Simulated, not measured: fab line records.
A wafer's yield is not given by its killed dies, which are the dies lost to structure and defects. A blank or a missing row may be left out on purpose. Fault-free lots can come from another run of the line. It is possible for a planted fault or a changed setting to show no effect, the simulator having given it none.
The same fault as seen by 2 desks	flow n5 finfet	numbers are kept per desk, each desk with only its own; the story behind them comes last

## AT THE METROLOGY DESK
Lot by lot, what the gauges showed, no matter which tool ran the lot: averages of those sampled wafers that carry a number. If a lot's mean is further than 4 standard deviations from the usual mean, the lot is out of limits and carries the mark OUT (the distance appears in the brackets).
Columns: A = M15_THK at N5_BEOL_M15_THK_MEAS_50, usual 852 nm; B = M15_RS at N5_BEOL_M15_RS_MEAS_54, usual 0.0215 ohm/sq
lot	first seen here	A	B
L542	day 14 01:23	861	0.0214
L546	day 15 06:02	850	0.0214
L544	day 15 08:31	856	0.0215
L548	day 15 21:32	880	0.0209
L551	day 16 09:37	865	0.0215
L552	day 16 19:01	843	0.0219
L559	day 18 15:46	844	0.0219
This desk's finding: nothing out of limits on any of the 7 lots.

## FOR THE TOOL OWNER'S DESK: pecvd-04
The tool's own readings at N5_BEOL_M15_DEP_53 (deposits SiCN from 3MS/NH3, target thk 50 nm, time 17.8 s): means of the sampled wafers that have a number, for each lot that ran on this tool. If a lot's mean is further than 4 standard deviations from the usual mean, the lot is out of limits and carries the mark OUT (the distance appears in the brackets).
Columns: A = showerhead plenum p Torr at N5_BEOL_M15_DEP_53, usual 4.161 Torr; B = throttle valve pct at N5_BEOL_M15_DEP_53, usual 18.0 %
lot	first seen here	A	B
L542	day 14 01:27	4.161	17.6
L546	day 15 06:06	4.183	18.1
L544	day 15 08:35	4.136	17.8
L548	day 15 21:36	4.156	17.4
This desk's finding: nothing out of limits on any of the 4 lots.

## BROUGHT TOGETHER
Nothing out of limits was seen by the metrology desk.
The desk of the tool owner found nothing out of limits.

## WHAT THE SIMULATOR HAD PUT IN
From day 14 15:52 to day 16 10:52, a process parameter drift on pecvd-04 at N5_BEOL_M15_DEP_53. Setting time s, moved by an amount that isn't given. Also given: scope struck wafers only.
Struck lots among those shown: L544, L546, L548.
